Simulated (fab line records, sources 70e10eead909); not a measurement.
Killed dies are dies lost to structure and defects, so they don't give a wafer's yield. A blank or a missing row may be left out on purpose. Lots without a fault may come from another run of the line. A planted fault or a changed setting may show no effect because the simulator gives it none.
fab line records | flow nand_harc
record lots=7 wafers=18 last_day=32
route steps=1302 shown A_STAIRCASE@656 END@1302
lots that met no fault: from a run of the same line without faults
start_h: hours from the record's first day to the start of the lot's first wafer shown | wait_h: hours since the lot's step before | " the same as in the row above | L1.1+2: a row that stands for several wafers | - no value, or no start given | * or withheld: withheld | < > ~ a bound
route shown NAME@n: a module of which the file shows steps, and the number in the route of the first | usual: mean/standard deviation of fault-free wafers | same: alike in all rows | chamber/n: place in a boat | sites: the reading at each site | _std_site: their standard deviation | _edge_site: outer sites' mean less inner sites' | radius_mm: how far each site lies from the wafer's centre | mask NAME#n: copy n | behind: the tool/chamber that last shaped the wafer | hold: why the lot was held/for how many hours/how that ended | device: the transistor (n, p or np) that didn't switch | end of line: the same wafers' tests at the end of the route | a step without rows: its recipe alone | killed: dies lost to structure and defects at the first sort, not the wafer's yield | map: a wafer's dies, x killed, . not, _ none there
set.NAME: the setting as run; set.NAME@STEP: as run at that earlier step | model.NAME: the simulator's own value behind a step, which no gauge read
lots at some steps of the route; a table a step, a row a wafer
services: from which hour (start_h, from the record's first day; less than 0 if before it) a tool's chamber was out of use, for how many hours, and why
## steps
# step NHARC_A_STAIRCASE_SRD_174
# step NHARC_A_STAIRCASE_DEHYDRATE_01
# recipe temp_c=150 time_s=120
# step NHARC_A_STAIRCASE_HMDS_02
# recipe time_s=30
# step NHARC_A_STAIRCASE_COAT_03
# recipe spin_rpm=1200
# step NHARC_A_STAIRCASE_SOFTBAKE_04
# recipe temp_c=135 time_s=170
# step NHARC_A_STAIRCASE_EBR_05
# step NHARC_A_STAIRCASE_EXPOSE_06
# recipe na=0.5 dose_mj=25.43 mask_id=STAIR
# step NHARC_A_STAIRCASE_PEB_07
# recipe peb_temp_c=115 peb_time_s=130
# step NHARC_A_STAIRCASE_DEVELOP_08
# recipe time_s=140
# step NHARC_A_STAIRCASE_HARDBAKE_10
# recipe temp_c=120 time_s=140
# step NHARC_A_STAIRCASE_DESCUM_11
# recipe time_s=3 o2_flow_sccm=200 ar_flow_sccm=0 bias_power_w=0 chemistry=O2
# usual drypump_motor_current_A=5.8/0.43 oes_product_au=0.998/0.0084 rf_vpp_V=57.7/0.94 showerhead_plenum_p_Torr=1.87/0.092 throttle_valve_pct=11.311/0.0091
# columns lot.wafer tool chamber start_h wait_h drypump_motor_current_A oes_product_au rf_hours_counter_h rf_vpp_V showerhead_plenum_p_Torr throttle_valve_pct
L597.2 rie_diel-03 0 391.10 - 5.8 1.003 31 57.2 1.86 11.324
L597.6 " 1 " " 5.4 1.003 - 57.7 1.92 11.319
L597.5 " 2 " " 6.0 0.990 - 56.7 1.82 11.300
L601.3 rie_diel-05 2 420.16 - 6.3 0.991 2 57.8 1.78 11.310
L601.4 " 3 " " 6.4 1.007 2 59.1 1.78 11.317
L601.6 " 2 " " 6.4 0.995 - 56.8 1.78 11.307
L603.2 rie_diel-03 1 453.71 - 5.5 0.998 48 59.5 1.91 11.303
L603.4 " 2 " " 6.1 1.003 46 57.1 1.82 11.304
L603.6 " 2 " " 6.0 1.006 - 57.1 1.82 11.319
L611.4 rie_diel-05 2 523.35 - 6.3 1.000 44 57.9 1.77 11.306
L611.1 " 3 " " 6.4 1.005 43 56.5 1.77 11.327
L611.2 " 1 " " 5.0 1.000 32 59.8 2.05 11.316
L610.1 rie_diel-03 1 523.80 - 5.4 0.979 16 57.8 1.90 11.315
L610.6 " 2 " " 6.1 0.983 - 55.5 1.81 11.318
L612.1 rie_diel-03 1 543.96 - 5.5 0.986 23 57.2 1.90 11.302
L612.6 " 3 " " 5.5 1.004 - 58.8 1.89 11.306
L613.1 rie_diel-03 0 544.10 - 5.8 1.004 24 56.9 1.85 11.310
L613.5 " 0 " " 5.8 1.001 - 56.6 1.85 11.299
# step NHARC_A_STAIRCASE_TRIM_12
# recipe time_s=211.2 o2_flow_sccm=500 ar_flow_sccm=0 bias_w=0 chemistry=O2
# usual drypump_motor_current_A=5.8/0.42 oes_product_au=0.999/0.0073 rf_vpp_V=57.6/0.93 run_length_s=232.2/0.4 showerhead_plenum_p_Torr=3.46/0.16 throttle_valve_pct=17.038/0.009
# columns lot.wafer tool chamber start_h wait_h drypump_motor_current_A oes_product_au rf_hours_counter_h rf_vpp_V run_length_s showerhead_plenum_p_Torr throttle_valve_pct
L597.2 rie_diel-03 0 391.22 0.1 5.8 0.998 31 58.0 232.1 3.44 17.034
L597.6 " 1 " " 5.5 0.993 - 56.9 231.8 3.53 17.046
L597.5 " 2 " " 6.1 0.994 - 58.2 232.2 3.37 17.045
L601.3 rie_diel-05 3 420.25 0.1 6.4 1.007 2 56.0 232.0 3.31 17.037
L601.4 " 1 " " 4.9 1.012 2 59.2 233.2 3.78 17.042
L601.6 " 2 " " 6.4 1.004 - 58.2 231.3 3.30 17.038
L603.4 rie_diel-03 1 453.80 0.1 5.4 0.996 48 57.2 231.9 3.52 17.055
L603.2 " 2 " " 6.1 1.002 46 57.5 232.4 3.36 17.040
L603.6 " 2 " " 6.1 0.994 - 57.8 232.4 3.36 17.034
L611.1 rie_diel-05 3 523.43 0.1 6.5 0.997 43 57.7 232.2 3.29 17.032
L611.2 " 1 " " 5.0 0.992 32 58.3 232.4 3.76 17.040
L611.4 " 2 " " 6.4 0.982 44 56.9 231.8 3.27 17.050
L610.1 rie_diel-03 3 523.90 0.1 5.5 0.996 19 56.6 256.8 3.50 17.037
L610.6 " 0 " " 5.8 0.999 - 57.5 232.3 3.42 17.049
L612.1 rie_diel-03 3 544.04 0.1 5.5 1.003 24 57.0 256.4 3.50 17.038
L612.6 " 1 " " 5.4 0.991 - 59.1 231.9 3.51 17.039
L613.1 rie_diel-03 2 544.20 0.1 6.1 0.993 22 58.3 256.2 3.35 17.041
L613.5 " 3 " " 5.5 1.006 - 56.6 256.8 3.50 17.022
# step NHARC_A_STAIRCASE_ETCH_13
# recipe target_depth_a=1000 time_s=40.5 ion_energy_ev=400 c4f8_flow_sccm=20 o2_flow_sccm=10 ar_flow_sccm=withheld rf_w=600 bias_w=1000 chemistry=C4F8/O2
# usual oes_product_au=0.942/0.011 rf_vpp_V=893/6
# columns lot.wafer tool chamber start_h wait_h oes_product_au rf_hours_counter_h rf_vpp_V
L597.2 rie_diel-03 1 - - 0.924 26 896
L597.6 " 0 " " 0.931 - 893
L597.5 " 1 " " 0.919 - 896
L601.3 rie_diel-05 2 - - 0.936 2 887
L601.4 " 3 " " 0.945 3 889
L601.6 " 1 " " 0.946 - 906
L603.4 rie_diel-03 2 - - 0.925 46 889
L603.2 " 3 " " 0.937 47 896
L603.6 " 1 " " 0.932 - 895
L611.2 rie_diel-05 3 - - 0.950 43 887
L611.4 " 1 " " 0.970 32 905
L611.1 " 2 " " 0.944 44 888
L610.1 rie_diel-03 0 - - 0.946 19 892
L610.6 " 3 " " 0.955 - 894
L612.1 rie_diel-03 1 - - 0.929 23 896
L612.6 " 1 " " 0.926 - 897
L613.1 rie_diel-03 2 - - 0.924 23 890
L613.5 " 0 " " 0.924 - 892
# step NHARC_END_SORT_01
# recipe temp_c=25
# usual killed_at_array=50/18 killed_at_other=0.8/1.1 killed_at_periphery=4.1/2.9 killed_dies=55/18 killed_open=3.5/1.9 killed_short=2.4/1.5
# same gross_dies=677
# columns lot.wafer tool chamber start_h wait_h killed_at_array killed_at_other killed_at_periphery killed_dies killed_open killed_short
L611.1 prober-01 0 746.90 2.5 58 3 4 65 1 2
L611.2 prober-01 0 747.68 2.8 64 0 3 67 5 2
L611.4 prober-01 0 749.24 3.3 51 1 6 58 3 2
# killed by level:class
L611.1 A_SLIT:chamber_film_flake=39 A_CHANNEL_HOLE_D1:chamber_film_flake=10 A_CONTACT:chamber_film_flake=6 THIN_TSV:chamber_film_flake=3 P_BONDPAD:chamber_film_flake=2 P_M2:geometric_particle:open=1 A_ONON_D1:geometric_particle:short=1 A_SGD_CUT:geometric_particle:short=1
L611.2 A_SLIT:chamber_film_flake=32 A_CHANNEL_HOLE_D1:chamber_film_flake=12 A_CONTACT:chamber_film_flake=11 A_STAIRCASE:chamber_film_flake=3 A_CHANNEL_FILL_D1:geometric_particle:open=2 P_M1:geometric_particle:short=1 A_ONON_D2:geometric_particle:open=1 A_CHANNEL_FILL_D2:geometric_particle:open=1
L611.4 A_SLIT:chamber_film_flake=28 A_CHANNEL_HOLE_D1:chamber_film_flake=12 A_CONTACT:chamber_film_flake=5 P_STI:chamber_film_flake=4 P_M0:geometric_particle:open=1 A_ONON_D1:geometric_particle:short=1 A_ONON_D1:geometric_particle:open=1 A_CHANNEL_FILL_D1:geometric_particle:open=1
## services
# columns tool chamber start_h hours kind
rie_diel-03 0 388.40 - clean
rie_diel-03 1 388.40 - clean
rie_diel-03 2 388.40 - clean
rie_diel-03 3 388.40 - clean
rie_diel-05 - 406.68 9.0 pm
rie_diel-03 0 412.90 - clean
rie_diel-03 1 412.90 - clean
rie_diel-03 2 412.90 - clean
rie_diel-03 3 412.90 - clean
rie_diel-05 3 422.64 4.2 repair
rie_diel-03 0 437.41 - clean
rie_diel-03 1 437.41 - clean
rie_diel-03 2 437.41 - clean
rie_diel-03 3 437.41 - clean
rie_diel-03 - 458.40 9.0 pm
rie_diel-03 0 458.40 9.0 vent_cycle
rie_diel-03 1 458.40 9.0 vent_cycle
rie_diel-03 2 458.40 9.0 vent_cycle
rie_diel-03 3 458.40 9.0 vent_cycle
rie_diel-03 0 467.40 - clean
rie_diel-03 1 467.40 - clean
rie_diel-03 2 467.40 - clean
rie_diel-03 2 507.49 8.3 repair
rie_diel-03 3 511.72 7.1 repair
## key
first_sign step=NHARC_A_STAIRCASE_TRIM_12 reading=run_length_s direction=up sigmas=61 usual=* struck=*
effect none on later readings
met_at NHARC_A_STAIRCASE_TRIM_12
struck_wafers L610.1,L612.1,L613.1,L613.5
sort_left_out L610.1,L612.1
tester_left_out L610,L612,L613
onset_between 453.80 523.90
fault kind=process_parameter_drift tool=rie_diel-03 chamber=- onset_h=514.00 steps=NHARC_A_STAIRCASE_TRIM_12 channel=time_s offset=* shape=step end_h=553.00 scope=struck_wafers_only acts_in=* stated=*
# tester_left_out: of these lots the tester's yield and bins aren't shown, on N5 and GAA mostly nor the transistor test; their killed dies are dies lost to structure and defects alone, not to doping, threshold or leakage, so they don't give the yield
# sort_left_out: the simulated sort isn't trusted on such a fault, so these wafers' sort isn't shown, and their yield isn't known
